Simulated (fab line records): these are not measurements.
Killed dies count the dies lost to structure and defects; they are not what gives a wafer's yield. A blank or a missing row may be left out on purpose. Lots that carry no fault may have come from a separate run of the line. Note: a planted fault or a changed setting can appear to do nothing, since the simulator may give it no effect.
fab line records	flow n5_finfet
[record] lots = 7	wafers = 21
route steps=1938 shown DUMMY_GATE@228 SD_EPI_N@288 SD_EPI_P@295 SD_ACTIVATION@330 ILD0@338 HKMG_FIN@395 MOL_CONTACT_COAG@559
start_h: the number of hours between the record's first day and the start of the first shown wafer of the lot	wait_h: time in hours since the lot's previous step	" identical to the entry in the row above	L1.1+2: a row that stands for several wafers	- either no value or no given start	* or withheld: withheld	< > ~ a bound
route shown NAME@n: NAME is a module with steps in the file, n the number in the route of the first one	usual: mean/standard deviation taken from wafers without a fault	same: alike in all rows	chamber/n: place in a boat	sites: each site's reading	_std_site: their standard deviation	_edge_site: the outer-site mean with the inner-site mean subtracted	radius_mm: for every site, how far away it sits from the centre of the wafer	mask NAME#n: copy n	behind: the tool/chamber that last shaped the wafer	hold: why the lot was held/for how many hours/how that ended	device: transistor that didn't switch, given as n, p or np	end of line: the route-end tests of the same wafers	step lacking rows: just its recipe	killed: the dies lost at the first sort to structure and to defects; this is not the yield of the wafer	map: dies across one wafer; x = killed, . = not, _ = none there
set.NAME: the run value of the setting; set.NAME@STEP: its run value at that earlier step	model.NAME: the simulator's own value behind a step, which no gauge read
lots with deliberately changed settings; one table per step, one row per wafer
[[steps]]
[step N5_DUMMY_GATE_EXPOSE_12]
[recipe] mask_id = GATE	na = 0.33	source_shape = annular	sigma_inner = 0.2	sigma_outer = 0.6	polarization = unpolarized	target_cd_nm = 25	dose_mj = 34
lot.wafer	tool	chamber	start_h	wait_h	mask	set.dose_mj
L074.3+4	euv_scanner-02	0	45.42	-	GATE#0	34
L074.5	"	0	"	"	GATE#0	32.41
L080.1+2	euv_scanner-01	0	85.06	-	GATE#0	34
L080.3	"	0	"	"	GATE#0	34.92
L083.1+4+6	euv_scanner-02	0	103.49	-	GATE#0	34
L087.2+4	euv_scanner-01	0	128.24	-	GATE#0	32.44
L087.6	"	0	"	"	GATE#0	34
L090.3+4	euv_scanner-01	0	147.50	-	GATE#0	32.31
L090.6	"	0	"	"	GATE#0	34
L091.1+5+6	euv_scanner-01	0	147.53	-	GATE#0	34
L094.1+3	euv_scanner-02	0	170.61	-	GATE#0	34
L094.4	"	0	"	"	GATE#0	35.24
[step N5_DUMMY_GATE_PEB_13]
[recipe] peb_temp_c = 100	peb_time_s = 60	resist = CAR-EUV
[step N5_DUMMY_GATE_DEVELOP_14]
[recipe] develop_time_s = 30	developer = TMAH	resist = CAR-EUV	rinse_liquid = surfactant_rinse	dry = air_spin	dev_temp_c = 23
[step N5_DUMMY_GATE_CD_MEAS_15]
[recipe] target_cd_nm = 25.8	landing_energy_ev = 500	detector = se_inlens
[usual] cd_nm = 25.01/0.24
lot.wafer	tool	chamber	start_h	wait_h	set.dose_mj@DUMMY_GATE_EXPOSE_12	cd_nm
L074.3	cd_sem-03	0	45.54	-	34	24.91
L074.4	"	0	"	"	34	24.97
L074.5	"	0	"	"	32.41	25.98
L080.1	cd_sem-03	0	85.18	-	34	24.79
L080.2	"	0	"	"	34	24.71
L080.3	"	0	"	"	34.92	24.70
L083.1	cd_sem-02	0	103.62	-	34	24.72
L083.4	"	0	"	"	34	24.92
L083.6	"	0	"	"	34	24.71
L087.2	cd_sem-01	0	128.36	-	32.44	25.98
L087.4	"	0	"	"	32.44	25.76
L087.6	"	0	"	"	34	25.22
L090.3	cd_sem-03	0	147.62	-	32.31	26.35
L090.4	"	0	"	"	32.31	25.82
L090.6	"	0	"	"	34	25.39
L091.1	cd_sem-02	0	147.65	-	34	24.66
L091.5	"	0	"	"	34	25.18
L091.6	"	0	"	"	34	24.91
L094.1	cd_sem-03	0	170.74	-	34	24.86
L094.3	"	0	"	"	34	24.81
L094.4	"	0	"	"	35.24	24.22
[step N5_DUMMY_GATE_STRIP_38]
[recipe] chemistry = N2/H2	temp_c = 40	n2_flow_sccm = 200	h2_flow_sccm = 200	rf_frequency_hz = 6e+07
[step N5_DUMMY_GATE_STRIP_39]
[recipe] chemistry = N2/H2	temp_c = 40	n2_flow_sccm = 200	h2_flow_sccm = 200	rf_frequency_hz = 6e+07
[step N5_DUMMY_GATE_TRIM_49]
[recipe] chemistry = O2	resist = SOC	time_s = 29	target_cd_nm = 14	source_power_w = 300	bias_power_w = 0	O2_flow_sccm = 100	temp_c = 20
lot.wafer	tool	chamber	start_h	wait_h	set.dose_mj@DUMMY_GATE_EXPOSE_12	model.DUMMY_GATE.cd_nm
L074.3+4	rie_si-02	3	45.89	0.0	34	14
L074.5	"	2	"	"	32.41	15
L080.1+2	rie_si-06	1,3	86.17	0.0	34	14.2
L080.3	"	2	"	"	34.92	13.6
L083.1	rie_si-05	1	103.97	0.0	34	13.8
L083.4	"	0	"	"	34	14
L083.6	"	1	"	"	34	13.6
L087.2+4	rie_si-06	2,3	128.71	0.0	32.44	15.2
L087.6	"	1	"	"	34	14.4
L090.3	rie_si-06	2	148.24	0.0	32.31	15.6
L090.4	"	0	"	"	32.31	15.2
L090.6	"	0	"	"	34	14.4
L091.1+6	rie_si-02	1,3	148.25	0.0	34	13.8
L091.5	"	2	"	"	34	13.6
L094.1+3	rie_si-05	3,1	171.09	0.0	34	14
L094.4	"	2	"	"	35.24	13
[step N5_DUMMY_GATE_STRIP_40]
[recipe] chemistry = CF4	resist = SiARC	power_w = 300	bias_power_w = 75	pressure_mtorr = 50	cf4_flow_sccm = 150	rf_frequency_hz = 6e+07
[step N5_DUMMY_GATE_CD_MEAS_50]
[recipe] target_cd_nm = 14
[usual] cd_nm = 14.1/0.32
lot.wafer	tool	chamber	start_h	wait_h	set.dose_mj@DUMMY_GATE_EXPOSE_12	cd_nm
L074.3	cd_sem-03	-	46.05	0.0	34	13.9
L074.4	"	-	"	"	34	13.9
L074.5	"	-	"	"	32.41	15.3
L080.1	cd_sem-02	-	86.33	0.0	34	14.4
L080.2	"	-	"	"	34	14.2
L080.3	"	-	"	"	34.92	13.8
L083.1	cd_sem-02	-	104.12	0.0	34	13.6
L083.4	"	-	"	"	34	14.1
L083.6	"	-	"	"	34	13.5
L087.2	cd_sem-01	-	128.99	0.0	32.44	15.6
L087.4	"	-	"	"	32.44	15.3
L087.6	"	-	"	"	34	14.8
L090.3	cd_sem-03	-	148.61	0.0	32.31	15.8
L090.4	"	-	"	"	32.31	15.4
L090.6	"	-	"	"	34	14.4
L091.1	cd_sem-02	-	148.62	0.0	34	13.5
L091.5	"	-	"	"	34	13.3
L091.6	"	-	"	"	34	13.7
L094.1	cd_sem-01	-	171.25	0.0	34	14.2
L094.3	"	-	"	"	34	13.9
L094.4	"	-	"	"	35.24	13.3
[step N5_DUMMY_GATE_ETCH_31]
[recipe] chemistry = C4F6/O2	target = SiO2	mask_material = SOC	target_depth_a = 825	time_s = 27.5	ion_energy_ev = 250	pressure_mtorr = 30	source_w = 345	bias_w = 185	Ar_flow_sccm = 300	C4F6_flow_sccm = 10	O2_flow_sccm = 10
[step N5_DUMMY_GATE_STRIP_41]
[recipe] chemistry = O2	power_w = 400	temp_c = 40	pressure_mtorr = 30	rf_frequency_hz = 6e+07	bias_power_w = 0	overash_fraction = 0.3	o2_flow_sccm = 225
[step N5_DUMMY_GATE_ETCH_32]
[recipe] chemistry = CF4	target = SiO2	target_depth_a = 35	time_s = 3.9	ion_energy_ev = 350	pressure_mtorr = 10	icp_w = 800	bias_w = 400	cf4_flow_sccm = 80
[step N5_DUMMY_GATE_ETCH_23]
[recipe] chemistry = HBr/Cl2/O2	HBr_flow_sccm = 150	Cl2_flow_sccm = 80	O2_flow_sccm = 12	bias_w = 102	target_depth_a = 410	time_s = 22.3	target = poly-Si	mask_material = SiO2	pressure_mtorr = 10	icp_w = 800
[step N5_DUMMY_GATE_ETCH_44]
[recipe] chemistry = HBr/O2	over_etch_frac = 0.7	target_depth_a = 1275	stop_on = SiO2	ion_energy_ev = 60	bias_w = 20	target = poly-Si	mask_material = SiO2	pressure_mtorr = 20	icp_w = 400	HBr_flow_sccm = 120	O2_flow_sccm = 10
lot.wafer	tool	chamber	start_h	wait_h	set.dose_mj@DUMMY_GATE_EXPOSE_12	model.DUMMY_GATE.cd_nm
L074.3+4	rie_si-05	1,0	46.43	0.0	34	15
L074.5	"	2	"	"	32.41	15.8
L080.1	rie_si-05	0	86.72	0.0	34	15.4
L080.2	"	3	"	"	34	15.2
L080.3	"	2	"	"	34.92	14.8
L083.1+6	rie_si-02	2,0	104.51	0.0	34	14.8
L083.4	"	3	"	"	34	15
L087.2	rie_si-06	3	129.40	0.0	32.44	16.2
L087.4	"	2	"	"	32.44	16
L087.6	"	3	"	"	34	15.2
L090.3	rie_si-06	3	149.03	0.0	32.31	16.6
L090.4	"	1	"	"	32.31	16
L090.6	"	1	"	"	34	15.4
L091.1	rie_si-02	1	149.05	0.0	34	14.8
L091.5	"	1	"	"	34	14.4
L091.6	"	0	"	"	34	14.6
L094.1	rie_si-02	0	171.64	0.0	34	14.6
L094.3	"	1	"	"	34	14.8
L094.4	"	3	"	"	35.24	13.8
[step N5_DUMMY_GATE_ETCH_42]
[recipe] chemistry = CHF3/O2	target = SiO2	target_depth_a = 35	time_s = 31	ion_energy_ev = 30	bias_w = 12	pressure_mtorr = 30	source_w = 600	Ar_flow_sccm = 200	CHF3_flow_sccm = 50	O2_flow_sccm = 5
lot.wafer	tool	chamber	start_h	wait_h	set.dose_mj@DUMMY_GATE_EXPOSE_12	model.DUMMY_GATE.cd_nm
L074.3+4	rie_diel-04	2,0	46.59	0.0	34	15
L074.5	"	0	"	"	32.41	15.8
L080.1+2	rie_diel-04	3,0	86.88	0.0	34	15.4
L080.3	"	1	"	"	34.92	14.8
L083.1+6	rie_diel-06	2,0	104.66	0.0	34	14.8
L083.4	"	1	"	"	34	15
L087.2	rie_diel-03	1	129.56	0.0	32.44	16.2
L087.4	"	2	"	"	32.44	16
L087.6	"	1	"	"	34	15.2
L090.3	rie_diel-04	1	149.31	0.2	32.31	16.6
L090.4	"	0	"	"	32.31	16
L090.6	"	2	"	"	34	15.4
L091.1	rie_diel-03	0	149.41	0.2	34	14.8
L091.5	"	2	"	"	34	14.4
L091.6	"	1	"	"	34	14.6
L094.1	rie_diel-04	3	171.79	0.0	34	14.6
L094.3	"	2	"	"	34	15
L094.4	"	2	"	"	35.24	13.8
[step N5_SD_EPI_N_EPI_21]
[recipe] material = Si:P	dopant = P	temp_c = 680	pressure_torr = 255	time_s = 690
lot.wafer	tool	chamber	start_h	wait_h	set.time_s	model.Si-P_of_SD_EPI_N_EPI_21.thk_nm
L074.3	epi_rpcvd-02	0	50.75	0.9	690	58.6
L074.4	"	0	"	"	762.4	63.2
L074.5	"	0	"	"	690	58.4
L080.1+3	epi_rpcvd-04	0	90.14	0.1	745.3	62.4
L080.2	"	0	"	"	690	59
L083.1	epi_rpcvd-04	0	107.68	0.1	690	59.4
L083.4	"	0	"	"	690	58.8
L083.6	"	0	"	"	690	59
L087.2	epi_rpcvd-04	0	133.35	0.5	690	58.2
L087.4	"	0	"	"	743.9	61.6
L087.6	"	0	"	"	743.9	61.2
L091.1	epi_rpcvd-02	0	152.80	0.1	638.6	56
L091.5	"	0	153.92	1.1	690	58.6
L091.6	"	0	"	"	690	57.6
L090.3	epi_rpcvd-01	0	153.16	0.7	560.2	51.6
L090.4	"	0	"	"	560.2	51.8
L090.6	"	0	"	"	560.2	51.2
L094.1	epi_rpcvd-04	0	174.97	0.2	690	58.2
L094.3	"	0	"	"	574	52.6
L094.4	"	0	"	"	574	52.8
[step N5_SD_EPI_N_EPI_MEAS_23]
[recipe] mode = xrd
[usual] thk_nm = 59.0/1.1
lot.wafer	tool	chamber	start_h	wait_h	set.time_s@SD_EPI_N_EPI_21	thk_nm
L074.3	film_metro-01	-	52.28	1.2	690	59.3
L074.4	"	-	"	"	762.4	64.3
L074.5	"	-	"	"	690	59.8
L080.1	film_metro-02	-	91.86	1.4	745.3	64.0
L080.2	"	-	"	"	690	58.0
L080.3	"	-	"	"	745.3	62.3
L083.1	film_metro-01	-	109.39	1.4	690	57.7
L083.4	"	-	"	"	690	58.4
L083.6	"	-	"	"	690	58.5
L087.2	film_metro-01	-	135.26	1.5	690	57.9
L087.4	"	-	"	"	743.9	61.1
L087.6	"	-	"	"	743.9	61.5
L090.3	film_metro-01	-	154.32	0.9	560.2	51.9
L090.4	"	-	"	"	560.2	50.5
L090.6	"	-	"	"	560.2	52.5
L091.1	film_metro-01	-	154.52	1.4	638.6	54.6
L091.5	"	-	"	"	690	58.4
L091.6	"	-	"	"	690	58.2
L094.1	film_metro-01	-	177.27	1.9	690	57.3
L094.3	"	-	"	"	574	53.1
L094.4	"	-	"	"	574	51.2
[step N5_SD_EPI_P_COAT_34]
[recipe] resist = SOC	temp_c = 250	time_s = 60	spin_rpm = 1500	resist_thk_nm = 350
lot.wafer	tool	chamber	start_h	wait_h	set.spin_rpm	model.SOC_of_SD_EPI_P_COAT_34.thk_nm
L074.3	litho_track-02	0	52.98	0.0	1500	351
L074.4	"	0	"	"	1500	350.6
L074.5	"	0	"	"	1500	352.2
L080.1	litho_track-01	0	92.46	0.0	1500	349.8
L080.2	"	0	"	"	1400	361
L080.3	"	0	"	"	1400	361.6
L083.1	litho_track-01	0	109.98	0.0	1500	347.2
L083.4	"	0	"	"	1500	349.2
L083.6	"	0	"	"	1500	348.6
L087.2	litho_track-01	0	135.84	0.0	1500	349.2
L087.4	"	0	"	"	1500	349.8
L087.6	"	0	"	"	1500	350.4
L090.3+6	litho_track-04	0	154.90	0.0	1500	351
L090.4	"	0	"	"	1500	349.4
L091.1	litho_track-01	0	155.11	0.0	1500	348.8
L091.5	"	0	"	"	1500	349.2
L091.6	"	0	"	"	1408	360.8
L094.1	litho_track-02	0	177.85	0.0	1578	341.8
L094.3	"	0	"	"	1578	342.2
L094.4	"	0	"	"	1500	351
[step N5_SD_EPI_P_COAT_35]
[recipe] resist = SiARC	temp_c = 220	time_s = 60	spin_rpm = 1500	resist_thk_nm = 35
[step N5_SD_EPI_P_COAT_03]
[recipe] resist = CAR-ArF-block	spin_rpm = 1500	resist_thk_nm = 150
[step N5_SD_EPI_P_EPI_21]
[recipe] material = SiGe:B	dopant = B	temp_c = 550	pressure_torr = 20	ambient = H2	time_s = 355
[step N5_SD_EPI_P_HM_STRIP_48]
[recipe] chemistry = H3PO4	temp_c = 160	material = SiNx	target = SiNx	target_depth_a = 30	overetch_fraction = 0.3
lot.wafer	tool	chamber	start_h	wait_h	set.time_s@SD_EPI_N_EPI_21	model.Si-P_of_SD_EPI_N_EPI_21.thk_nm
L074.3	wet_bench-01	1	57.74	0.0	690	58
L074.4	"	4	"	"	762.4	62.6
L074.5	"	0	"	"	690	57.8
L080.1+3	wet_bench-01	6,1	96.45	0.0	745.3	61.8
L080.2	"	4	"	"	690	58.4
L083.1	wet_bench-05	5	113.90	0.0	690	58.8
L083.4	"	6	"	"	690	58.2
L083.6	"	0	"	"	690	58.4
L087.2	wet_bench-02	1	140.26	0.0	690	57.6
L087.4	"	5	"	"	743.9	60.8
L087.6	"	3	"	"	743.9	60.4
L090.3	wet_bench-01	0	159.10	0.0	560.2	51
L090.4	"	5	"	"	560.2	51.2
L090.6	"	1	"	"	560.2	50.6
L091.1	wet_bench-05	3	161.00	0.0	638.6	55.4
L091.5	"	6	"	"	690	58
L091.6	"	4	"	"	690	57
L094.1	wet_bench-01	3	182.73	0.0	690	57.6
L094.3	"	4	"	"	574	52
L094.4	"	5	"	"	574	52.2
[step N5_SD_EPI_P_SRD_49]
[recipe] dry = ipa_marangoni	time_s = 30	temp_c = 23	rinse_liquid = diw
[step N5_SD_EPI_P_PRECLEAN_24]
[recipe] chemistry = O3/DIW	time_s = 45	temp_c = 22	o3_ppm = 10
[step N5_SD_ACTIVATION_RTA_00]
[recipe] temp_c = 975	time_s = 0	ambient = N2	idle_temp_c = 600	ramp_up_c_per_s = 150	ramp_down_c_per_s = 60	cool_to_c = 600
[step N5_SD_ACTIVATION_LSA_01]
[recipe] temp_c = 1080	time_s = 0.0008	ambient = N2
[step N5_SD_ACTIVATION_RS_MEAS_03]
[recipe] thk_meas_gauge = four-point-probe
[usual] RS_SD_N = 21.9/0.3	RS_SD_P = 56.1/0.82
lot.wafer	tool	chamber	start_h	wait_h	set.time_s@SD_EPI_N_EPI_21	RS_SD_N[ohm/sq]	RS_SD_P[ohm/sq]
L074.3	film_metro-01	-	58.64	0.2	690	22.0	56.8
L074.4	"	-	"	"	762.4	20.4	56.0
L074.5	"	-	"	"	690	22.1	58.0
L080.1	film_metro-01	-	97.10	0.2	745.3	20.6	54.8
L080.2	"	-	"	"	690	22.1	55.0
L080.3	"	-	"	"	745.3	20.6	54.9
L083.1	film_metro-02	-	114.55	0.2	690	21.8	56.1
L083.4	"	-	"	"	690	21.9	55.4
L083.6	"	-	"	"	690	21.8	55.7
L087.2	film_metro-02	-	140.86	0.2	690	22.1	55.5
L087.4	"	-	"	"	743.9	20.8	55.5
L087.6	"	-	"	"	743.9	21.1	55.5
L090.3	film_metro-02	-	159.82	0.2	560.2	24.8	55.3
L090.4	"	-	"	"	560.2	24.8	56.4
L090.6	"	-	"	"	560.2	25.3	55.9
L091.1	film_metro-01	-	162.51	0.2	638.6	22.9	57.0
L091.5	"	-	"	"	690	21.9	56.6
L091.6	"	-	"	"	690	22.3	57.5
L094.1	film_metro-01	-	183.30	0.2	690	22.2	55.9
L094.3	"	-	"	"	574	24.5	56.1
L094.4	"	-	"	"	574	24.4	54.5
[step N5_ILD0_CMP_03]
[recipe] stop_on = SiNx	t_overpolish_s = 1.9	post_cmp_clean = alkaline_brush	down_force_psi = 4.1491	platen_rpm = 51.796	pad_velocity_m_s = 1.0306	target_thk_nm = 197.38
[usual] time_to_endpoint_s = 68.6/2.7
lot.wafer	tool	chamber	start_h	wait_h	set.down_force_psi	time_to_endpoint_s
L074.4	cmp-02	2	61.68	0.1	5.025	62.4
L074.3	"	0	"	"	4.1491	74.6
L074.5	"	1	"	"	4.1491	75.0
L080.2	cmp-02	0	99.86	0.1	4.1491	65.4
L080.3	"	1	"	"	4.833	54.8
L080.1	"	2	"	"	4.833	55.0
L083.4	cmp-02	1	117.67	0.1	4.1491	69.4
L083.1	"	3	"	"	4.1491	65.5
L083.6	"	0	"	"	4.1491	70.8
L087.4	cmp-02	0	143.61	0.1	4.1491	70.3
L087.2	"	1	"	"	4.1491	68.8
L087.6	"	0	"	"	4.496	62.6
L090.3	cmp-02	2	162.77	0.0	4.1491	66.6
L090.4	"	1	"	"	4.1491	65.0
L090.6	"	2	"	"	4.1491	65.4
L091.1	cmp-02	1	165.31	0.1	5.022	54.7
L091.5	"	3	"	"	4.1491	68.1
L091.6	"	0	"	"	5.022	58.0
L094.1	cmp-02	0	186.15	0.0	4.1491	71.0
L094.3	"	1	"	"	5.011	58.2
L094.4	"	2	"	"	5.011	56.3
[step N5_HKMG_FIN_EXPOSE_46]
[recipe] mask_id = NDIPOLE	na = 1.35	source_shape = conventional	sigma_outer = 0.8	polarization = unpolarized	dose_mj = 40
lot.wafer	tool	chamber	start_h	wait_h	mask	set.dose_mj
L074.3+4+5	arfi_scanner-03	0	74.50	-	NDIPOLE#0	40
L080.1+2+3	arfi_scanner-03	0	110.00	-	NDIPOLE#0	40
L083.1+4+6	arfi_scanner-03	0	127.48	-	NDIPOLE#0	40
L087.2	arfi_scanner-02	0	153.94	-	NDIPOLE#0	37.78
L087.4+6	"	0	"	"	NDIPOLE#0	40
L090.3	arfi_scanner-02	0	173.38	-	NDIPOLE#0	40
L090.4+6	"	0	"	"	NDIPOLE#0	38.3
L091.1+5	arfi_scanner-03	0	175.33	-	NDIPOLE#0	41.36
L091.6	"	0	"	"	NDIPOLE#0	40
L094.1+3+4	arfi_scanner-03	0	195.99	-	NDIPOLE#0	42.96
[step N5_HKMG_FIN_DEVELOP_48]
[recipe] develop_time_s = 30	developer = TMAH	resist = CAR-ArF	rinse_liquid = diw	dry = air_spin	dev_temp_c = 23
lot.wafer	tool	chamber	start_h	wait_h	set.develop_time_s
L074.3	litho_track-02	0	-	-	23.37
L074.4+5	"	0	"	"	30
L080.1+2	litho_track-02	0	-	-	30
L080.3	"	0	"	"	24.33
L083.1+4+6	litho_track-01	0	-	-	30
L087.2+6	litho_track-02	0	-	-	30
L087.4	"	0	"	"	33.46
L090.3+4	litho_track-01	0	-	-	30
L090.6	"	0	"	"	32.92
L091.1+6	litho_track-02	0	-	-	25.31
L091.5	"	0	"	"	30
L094.1+3+4	litho_track-05	0	-	-	30
[step N5_HKMG_FIN_CD_MEAS_49]
[recipe] target_cd_nm = 202	landing_energy_ev = 500	detector = se_inlens	polarity = opening
[usual] cd_nm = 202.0/0.55
lot.wafer	tool	chamber	start_h	wait_h	set.dose_mj@HKMG_FIN_EXPOSE_46	cd_nm
L074.3	cd_sem-01	0	74.62	-	40	200.5
L074.4	"	0	"	"	40	202.0
L074.5	"	0	"	"	40	201.7
L080.1	cd_sem-02	0	110.13	-	40	202.1
L080.2	"	0	"	"	40	202.2
L080.3	"	0	"	"	40	201.3
L083.1	cd_sem-02	0	127.61	-	40	202.3
L083.4	"	0	"	"	40	201.7
L083.6	"	0	"	"	40	201.3
L087.2	cd_sem-03	0	154.06	-	37.78	199.0
L087.4	"	0	"	"	40	202.1
L087.6	"	0	"	"	40	201.5
L090.3	cd_sem-02	0	173.50	-	40	202.2
L090.4	"	0	"	"	38.3	199.2
L090.6	"	0	"	"	38.3	199.2
L091.1	cd_sem-01	0	175.45	-	41.36	203.4
L091.5	"	0	"	"	41.36	203.0
L091.6	"	0	"	"	40	201.2
L094.1	cd_sem-03	0	196.11	-	42.96	207.1
L094.3	"	0	"	"	42.96	207.0
L094.4	"	0	"	"	42.96	206.5
[step N5_HKMG_FIN_ETCH_35]
[recipe] chemistry = N2/H2	target = SOC	target_depth_a = 2158	ion_energy_ev = 65	bias_w = 5	source_w = 3000	time_s = 243.4	pressure_mtorr = 30	n2_flow_sccm = 200	h2_flow_sccm = 200
[usual] rf_vpp_V = 141.4/0.82
lot.wafer	tool	chamber	start_h	wait_h	set.bias_w	rf_vpp_V
L074.3	rie_diel-01	2	78.80	0.0	5	141.4
L074.4	"	3	"	"	5	140.7
L074.5	"	2	"	"	4.523	132.4
L080.1	rie_diel-02	1	113.76	0.0	5	141.9
L080.2	"	3	"	"	5	141.7
L080.3	"	2	"	"	5	140.8
L083.1	rie_diel-02	3	132.18	0.0	5	141.0
L083.4	"	2	"	"	5	141.8
L083.6	"	1	"	"	5	140.6
L087.2	rie_diel-02	2	158.32	0.0	5.242	145.9
L087.4	"	3	"	"	5.242	145.7
L087.6	"	0	"	"	5	139.6
L090.3	rie_diel-02	2	177.51	0.0	5	140.8
L090.4	"	0	"	"	5.774	153.7
L090.6	"	0	"	"	5	142.1
L091.1	rie_diel-01	0	179.68	0.0	5	141.4
L091.5	"	3	"	"	5	142.0
L091.6	"	0	"	"	5	142.5
L094.1	rie_diel-02	3	199.87	0.0	5	142.6
L094.3	"	1	"	"	5	142.1
L094.4	"	2	"	"	5	142.1
[step N5_MOL_CONTACT_COAG_ALD_27]
[recipe] material = SiOC	target_thk_a = 170	temp_c = 400	ald_precursor_family = carbosiloxane	ald_co_reactant = H2-plasma	pulse_time_s = 1.5	time_s = 2720	purge_time_s = 2	co_reactant_purge_time_s = 2	ald_cycles = 340	pressure_torr = 2
lot.wafer	tool	chamber	start_h	wait_h	set.time_s	model.SiOC_of_MOL_CONTACT_COAG_ALD_27.thk_nm
L074.3	ald_sin-03	1	99.55	0.0	2720	17
L074.4+5	"	2,3	"	"	2215	13.8
L080.1	ald_sin-03	2	132.60	0.0	2164	13.4
L080.2+3	"	1,0	"	"	2720	17
L083.1+4+6	ald_sin-02	2,1,3	153.73	0.0	2720	17
L087.2	ald_sin-03	3	178.37	0.0	2720	17
L087.4+6	"	1,3	"	"	3189	17
L090.3+4+6	ald_sin-01	2,2,1	196.53	0.0	2720	17
L091.1+6	ald_sin-01	1,0	199.36	0.0	2905	17
L091.5	"	2	"	"	2720	17
L094.1	ald_sin-02	3	217.75	0.8	2720	16.8
L094.3	"	2	"	"	3092	16.8
L094.4	"	2	"	"	2720	17
[[key]]
[split] step = N5_DUMMY_GATE_EXPOSE_12	setting = dose_mj	stated = 34	by = wafer
[response] step = N5_DUMMY_GATE_CD_MEAS_15	reading = cd_nm	change = -0.155	per = 1%	r = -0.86
[response] step = N5_DUMMY_GATE_TRIM_49	reading = model.DUMMY_GATE.cd_nm	change = -0.211	per = 1%	r = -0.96
[response] step = N5_DUMMY_GATE_CD_MEAS_50	reading = cd_nm	change = -0.224	per = 1%	r = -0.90
[response] step = N5_DUMMY_GATE_ETCH_44	reading = model.DUMMY_GATE.cd_nm	change = -0.192	per = 1%	r = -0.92
[response] step = N5_DUMMY_GATE_ETCH_42	reading = model.DUMMY_GATE.cd_nm	change = -0.2	per = 1%	r = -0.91
[split] step = N5_SD_EPI_N_EPI_21	setting = time_s	stated = 690	by = wafer
[response] step = N5_SD_EPI_N_EPI_21	reading = model.Si-P_of_SD_EPI_N_EPI_21.thk_nm	change = +0.366	per = 1%	r = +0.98
[response] step = N5_SD_EPI_N_EPI_MEAS_23	reading = thk_nm	change = *	per = 1%	r = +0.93
[response] step = N5_SD_EPI_P_HM_STRIP_48	reading = model.Si-P_of_SD_EPI_N_EPI_21.thk_nm	change = +0.363	per = 1%	r = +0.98
[response] step = N5_SD_ACTIVATION_RS_MEAS_03	reading = RS_SD_N	change = -0.143	per = 1%	r = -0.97
[split] step = N5_SD_EPI_P_COAT_34	setting = spin_rpm	stated = 1500	by = wafer
[response] step = N5_SD_EPI_P_COAT_34	reading = model.SOC_of_SD_EPI_P_COAT_34.thk_nm	change = -1.8	per = 1%	r = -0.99
[split] step = N5_ILD0_CMP_03	setting = down_force_psi	stated = 4.1491	by = wafer
[response] step = N5_ILD0_CMP_03	reading = time_to_endpoint_s	change = *	per = 1%	r = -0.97
[split] step = N5_HKMG_FIN_EXPOSE_46	setting = dose_mj	stated = 40	by = wafer
[response] step = N5_HKMG_FIN_CD_MEAS_49	reading = cd_nm	change = +0.581	per = 1%	r = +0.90
[split] step = N5_HKMG_FIN_DEVELOP_48	setting = develop_time_s	stated = 30	by = wafer
response none clear
[split] step = N5_HKMG_FIN_ETCH_35	setting = bias_w	stated = 5	by = wafer
[response] step = N5_HKMG_FIN_ETCH_35	reading = rf_vpp_V	change = +0.855	per = 1%	r = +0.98
[split] step = N5_MOL_CONTACT_COAG_ALD_27	setting = time_s	stated = 2720	by = wafer
[response] step = N5_MOL_CONTACT_COAG_ALD_27	reading = model.SiOC_of_MOL_CONTACT_COAG_ALD_27.thk_nm	shape = bent	at_lowest = 13.4	at_stated = 16.98	at_highest = 17
